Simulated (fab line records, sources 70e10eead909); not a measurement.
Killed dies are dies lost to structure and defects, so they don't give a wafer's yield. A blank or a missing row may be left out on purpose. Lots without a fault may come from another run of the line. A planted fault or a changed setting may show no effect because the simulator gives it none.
fab line records | flow nand_harc
record lots=13 wafers=39 last_day=24
route steps=1159 shown P_START@1 P_ZERO_WELL@31 P_GATE@132
lots that met no fault: from a run of the same line without faults
start_h: hours from the record's first day to the start of the lot's first wafer shown | wait_h: hours since the lot's step before | " the same as in the row above | L1.1+2: a row that stands for several wafers | - no value, or no start given | * or withheld: withheld | < > ~ a bound
route shown NAME@n: a module of which the file shows steps, and the number in the route of the first | usual: mean/standard deviation of fault-free wafers | same: alike in all rows | chamber/n: place in a boat | sites: the reading at each site | _std_site: their standard deviation | _edge_site: outer sites' mean less inner sites' | radius_mm: how far each site lies from the wafer's centre | mask NAME#n: copy n | behind: the tool/chamber that last shaped the wafer | hold: why the lot was held/for how many hours/how that ended | device: the transistor (n, p or np) that didn't switch | end of line: the same wafers' tests at the end of the route | a step without rows: its recipe alone | killed: dies lost to structure and defects at the first sort, not the wafer's yield | map: a wafer's dies, x killed, . not, _ none there
set.NAME: the setting as run; set.NAME@STEP: as run at that earlier step | model.NAME: the simulator's own value behind a step, which no gauge read
steps of the route over a sample of lots; a table a step, a row a wafer
services: from which hour (start_h, from the record's first day; less than 0 if before it) a tool's chamber was out of use, for how many hours, and why
## steps
# step NHARC_P_START_INSPECT_01
# usual raw_defect_count=3.8/2.1
# columns lot.wafer tool chamber start_h wait_h raw_defect_count
L272.1 defect_inspect-02 - 12.04 - 2
L272.2 " - " " 3
L272.3 " - " " 4
L273.1 defect_inspect-02 - 18.04 - 3
L273.3 " - " " 4
L273.4 " - " " 0
L274.3 defect_inspect-02 - 24.04 - 6
L274.5 " - " " 4
L274.6 " - " " 1
L275.2 defect_inspect-02 - 30.04 - 8
L275.5 " - " " 3
L275.6 " - " " 3
L276.1 defect_inspect-01 - 36.04 - 3
L276.4 " - " " 4
L276.5 " - " " 4
L279.1 defect_inspect-01 - 54.04 - 3
L279.2 " - " " 4
L279.4 " - " " 5
L280.2 defect_inspect-01 - 60.04 - 8
L280.3 " - " " 4
L280.4 " - " " 0
L281.1 defect_inspect-01 - 66.04 - 3
L281.2 " - " " 7
L281.4 " - " " 2
L286.2 defect_inspect-01 - 96.04 - 3
L286.4 " - " " 5
L286.5 " - " " 2
L291.3 defect_inspect-01 - 126.04 - 3
L291.4 " - " " 2
L291.5 " - " " 5
L292.3 defect_inspect-02 - 132.04 - 2
L292.4 " - " " 5
L292.6 " - " " 5
L293.1 defect_inspect-01 - 138.04 - 3
L293.4 " - " " 6
L293.6 " - " " 1
L295.1 defect_inspect-02 - 150.04 - 5
L295.3 " - " " 4
L295.4 " - " " 3
# step NHARC_P_ZERO_WELL_DESCUM_26
# recipe time_s=3 o2_flow_sccm=200 ar_flow_sccm=0 bias_power_w=0 chemistry=O2
# usual drypump_motor_current_A=5.8/0.41 oes_product_au=1.000/0.0078 rf_vpp_V=57.8/0.81 showerhead_plenum_p_Torr=1.93/0.064 throttle_valve_pct=11.311/0.0091
# columns lot.wafer tool chamber start_h wait_h drypump_motor_current_A oes_product_au rf_hours_counter_h rf_vpp_V showerhead_plenum_p_Torr throttle_valve_pct
L272.3 rie_diel-03 1 14.75 - 5.0 0.999 9.1 57.2 2.00 11.306
L272.1 " 2 " " 5.8 1.006 8.2 58.0 1.92 11.306
L272.2 " 0 " " 6.1 1.000 10.5 57.5 1.87 11.302
L273.4 rie_diel-02 3 20.81 - 5.9 1.000 2.6 58.2 2.03 11.307
L273.3 " 0 " " 5.4 1.012 1.7 57.5 1.85 11.307
L273.1 " 1 " " 6.3 0.997 2.2 58.1 1.94 11.321
L274.3 rie_diel-02 1 26.78 - 6.4 0.988 2.4 58.7 1.94 11.325
L274.6 " 3 " " 5.9 1.000 - 58.5 2.03 11.305
L274.5 " 0 " " 5.4 0.997 - 56.7 1.85 11.299
L275.2 rie_diel-02 2 32.80 - 5.8 1.006 2.8 58.2 1.96 11.318
L275.5 " 3 " " 5.9 1.010 - 56.7 2.03 11.323
L275.6 " 0 " " 5.4 1.010 - 56.2 1.85 11.315
L276.1 rie_diel-02 1 38.73 - 6.4 0.994 2.8 58.8 1.94 11.304
L276.4 " 2 " " 5.8 1.012 2.9 57.7 1.96 11.317
L276.5 " 1 " " 6.4 1.001 - 56.3 1.94 11.295
L279.2 rie_diel-12 0 56.76 - 6.5 0.995 1.9 57.8 1.85 11.317
L279.1 " 1 " " 5.2 0.990 2.2 57.5 1.94 11.307
L279.4 " 2 " " 5.4 0.999 1.7 58.5 1.78 11.318
L280.2 rie_diel-03 1 62.73 - 5.0 0.998 1.4 57.8 2.00 11.317
L280.3 " 2 " " 5.8 1.010 0.5 57.4 1.92 11.306
L280.4 " 3 " " 6.1 0.993 1.1 58.0 1.95 11.316
L281.4 rie_diel-03 3 68.85 - 6.1 1.004 1.3 58.5 1.95 11.327
L281.1 " 0 " " 6.1 0.998 1.5 56.0 1.87 11.295
L281.2 " 1 " " 5.0 0.997 1.5 59.3 2.00 11.315
L286.2 rie_diel-12 2 98.85 - 5.4 1.005 4.0 58.3 1.78 11.289
L286.4 " 3 " " 5.9 1.018 3.7 57.1 1.94 11.326
L286.5 " 1 " " 5.2 1.015 - 57.0 1.94 11.307
L291.4 rie_diel-02 3 128.66 - 5.9 0.997 9.8 58.9 2.03 11.312
L291.3 " 0 " " 5.4 1.005 6.6 58.1 1.85 11.314
L291.5 " 1 " " 6.4 0.989 - 57.7 1.94 11.316
L292.3 rie_diel-03 3 134.73 - 6.1 1.005 5.9 57.4 1.95 11.307
L292.4 " 0 " " 6.1 1.001 5.9 58.3 1.87 11.325
L292.6 " 3 " " 6.1 0.993 - 57.7 1.95 11.303
L293.4 rie_diel-03 0 140.62 - 6.1 0.991 6.0 57.5 1.87 11.308
L293.1 " 1 " " 5.1 0.995 6.5 58.4 2.00 11.303
L293.6 " 1 " " 5.1 1.001 - 58.4 2.00 11.314
L295.3 rie_diel-03 0 152.69 - 6.1 1.003 7.1 56.9 1.87 11.320
L295.1 " 1 " " 5.0 0.994 7.2 57.4 2.00 11.326
L295.4 " 3 " " 6.1 0.994 7.1 58.6 1.95 11.329
# step NHARC_P_ZERO_WELL_EXPOSE_49
# recipe na=0.6 target_cd_nm=2000 dose_mj=22.64 mask_id=P_HVPW
# same na=0.6
# columns lot.wafer tool chamber start_h wait_h mask
L272.1+2+3 krf_scanner-04 0 17.64 - P_HVPW#0
L273.1+3+4 krf_scanner-02 0 23.76 - P_HVPW#0
L274.3+5+6 krf_scanner-04 0 29.76 - P_HVPW#0
L275.2+5+6 krf_scanner-02 0 35.73 - P_HVPW#0
L276.1+4+5 krf_scanner-03 0 41.73 - P_HVPW#0
L279.1+2+4 krf_scanner-04 0 59.63 - P_HVPW#0
L280.2+3+4 krf_scanner-03 0 65.58 - P_HVPW_R1#0
L281.1+2+4 krf_scanner-03 0 71.70 - P_HVPW#0
L286.2+4+5 krf_scanner-02 0 101.83 - P_HVPW#0
L291.3+4+5 krf_scanner-03 0 131.61 - P_HVPW#0
L292.3+4+6 krf_scanner-04 0 137.59 - P_HVPW#0
L293.1+4+6 krf_scanner-03 0 143.62 - P_HVPW#0
L295.1+3+4 krf_scanner-03 0 155.67 - P_HVPW#0
# step NHARC_P_ZERO_WELL_CD_MEAS_52
# recipe target_cd_nm=2000 landing_energy_ev=500
# usual cd_nm=2000.3/1.3
# same landing_energy_ev=500
# columns lot.wafer tool chamber start_h wait_h cd_nm
L272.1 cd_sem-02 0 17.80 - 2001.9
L272.2 " 0 " " 1999.8
L272.3 " 0 " " 2001.9
L273.1 cd_sem-01 0 23.92 - 1998.0
L273.3 " 0 " " 1999.9
L273.4 " 0 " " 1998.2
L274.3 cd_sem-02 0 29.91 - 2000.1
L274.5 " 0 " " 2000.2
L274.6 " 0 " " 2000.7
L275.2 cd_sem-01 0 35.88 - 2000.0
L275.5 " 0 " " 1999.7
L275.6 " 0 " " 2001.0
L276.1 cd_sem-02 0 41.89 - 2000.0
L276.4 " 0 " " 2002.1
L276.5 " 0 " " 2001.6
L279.1 cd_sem-01 0 59.79 - 2002.8
L279.2 " 0 " " 2001.5
L279.4 " 0 " " 1999.9
L280.2 cd_sem-02 0 65.74 - 1928.9
L280.3 " 0 " " 1927.6
L280.4 " 0 " " 1928.2
L281.1 cd_sem-01 0 71.86 - 2000.0
L281.2 " 0 " " 2001.2
L281.4 " 0 " " 1999.7
L286.2 cd_sem-01 0 101.99 - 1999.5
L286.4 " 0 " " 1997.8
L286.5 " 0 " " 1997.9
L291.3 cd_sem-01 0 131.76 - 1998.0
L291.4 " 0 " " 2000.4
L291.5 " 0 " " 2001.2
L292.3 cd_sem-03 0 137.74 - 2001.4
L292.4 " 0 " " 2000.3
L292.6 " 0 " " 2001.2
L293.1 cd_sem-02 0 143.78 - 2004.0
L293.4 " 0 " " 2002.0
L293.6 " 0 " " 2002.0
L295.1 cd_sem-02 0 155.82 - 1999.4
L295.3 " 0 " " 1997.9
L295.4 " 0 " " 1999.5
# step NHARC_P_GATE_DEP_103
# recipe target_thk_a=300 target_thk_nm=30 temp_c=400 flow_sccm=200 rf_w=350 material=SiON
# usual heater_power_w=714/87 rf_fwd_power_W=348.8/1.1
# columns lot.wafer tool chamber start_h wait_h heater_power_w rf_fwd_power_W
L272.2 pecvd-04 2 88.04 0.4 739 346.2
L272.3 " 0 " " 736 348.7
L272.1 " 1 " " 658 346.0
L273.3 pecvd-02 2 88.07 0.4 627 346.6
L273.1 " 0 " " 601 349.8
L273.4 " 2 " " 634 347.7
L275.2 pecvd-04 1 101.86 0.5 693 347.4
L275.6 " 1 " " 694 346.2
L275.5 " 0 " " 822 350.1
L274.3 pecvd-02 2 101.87 0.3 708 347.8
L274.6 " 0 " " 727 349.5
L274.5 " 1 " " 720 350.3
L276.1 pecvd-01 0 112.53 0.6 748 346.6
L276.4 " 2 " " 604 348.4
L276.5 " 0 " " 763 346.9
L279.2 pecvd-04 0 129.91 0.5 748 347.7
L279.1 " 2 " " 636 347.8
L279.4 " 0 " " 749 347.2
L280.3 pecvd-02 0 138.29 0.4 638 348.7
L280.2 " 2 " " 610 349.7
L280.4 " 0 " " 646 348.0
L281.1 pecvd-01 0 144.75 0.6 797 349.4
L281.2 " 2 " " 693 349.1
L281.4 " 2 " " 532 348.9
L286.2 pecvd-01 2 165.50 0.5 628 348.4
L286.4 " 2 " " 639 348.4
L286.5 " 2 " " 630 348.8
L291.3 pecvd-02 2 197.60 0.4 761 349.8
L291.4 " 0 " " 687 348.4
L291.5 " 1 " " 827 349.7
L292.3 pecvd-02 2 205.76 0.4 707 347.8
L292.6 " 1 " " 843 348.9
L292.4 " 2 " " 693 349.9
L293.1 pecvd-02 0 212.94 0.7 582 350.3
L293.4 " 1 " " 749 349.7
L293.6 " 0 " " 585 349.5
L295.1 pecvd-01 1 221.14 0.6 838 348.8
L295.3 " 2 " " 634 350.4
L295.4 " 0 " " 770 350.0
## services
# columns tool chamber start_h hours kind
krf_scanner-04 - -7.58 0.8 repair
krf_scanner-03 - -4.00 4.0 pm
rie_diel-03 - 4.40 4.2 repair
rie_diel-03 - 8.95 2.2 repair
pecvd-04 - 14.00 13.0 pm
krf_scanner-03 - 23.23 0.7 repair
rie_diel-03 - 38.40 9.0 pm
pecvd-01 - 56.25 13.0 pm
rie_diel-03 2 58.16 3.6 repair
rie_diel-02 2 64.27 16.2 repair
rie_diel-02 0 87.87 21.5 repair
rie_diel-03 2 107.75 3.3 repair
krf_scanner-04 - 126.00 4.0 pm
krf_scanner-04 - 130.95 1.3 repair
pecvd-02 - 153.00 13.0 pm
rie_diel-02 3 161.05 3.9 repair
pecvd-01 1 164.34 4.4 repair
krf_scanner-03 - 168.00 4.0 pm
krf_scanner-03 - 172.32 0.4 repair
pecvd-02 - 191.04 1.7 repair
rie_diel-02 0 200.15 1.5 repair
pecvd-01 - 208.96 1.6 repair
krf_scanner-03 - 212.74 4.1 repair
rie_diel-03 - 215.40 9.0 pm
## key
first_sign step=NHARC_P_ZERO_WELL_EXPOSE_49 reading=mask direction=changed
effect step=NHARC_P_ZERO_WELL_CD_MEAS_52 reading=cd_nm direction=down sigmas=54 usual=2000.3 struck=1928.3
met_at NHARC_P_ZERO_WELL_EXPOSE_49
struck_lots L280
tester_left_out L280
not_acting_at NHARC_P_START_INSPECT_01,NHARC_P_ZERO_WELL_DESCUM_26,NHARC_P_GATE_DEP_103
onset_between 41.73 65.58
fault kind=wrong_mask tool=any chamber=- onset_h=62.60 steps=NHARC_P_ZERO_WELL_EXPOSE_49 aux_copy=P_HVPW_R1#0 cd_offset_nm=-72.542 scope=struck_lots_only
# tester_left_out: of these lots the tester's yield and bins aren't shown, on N5 and GAA mostly nor the transistor test; their killed dies are dies lost to structure and defects alone, not to doping, threshold or leakage, so they don't give the yield
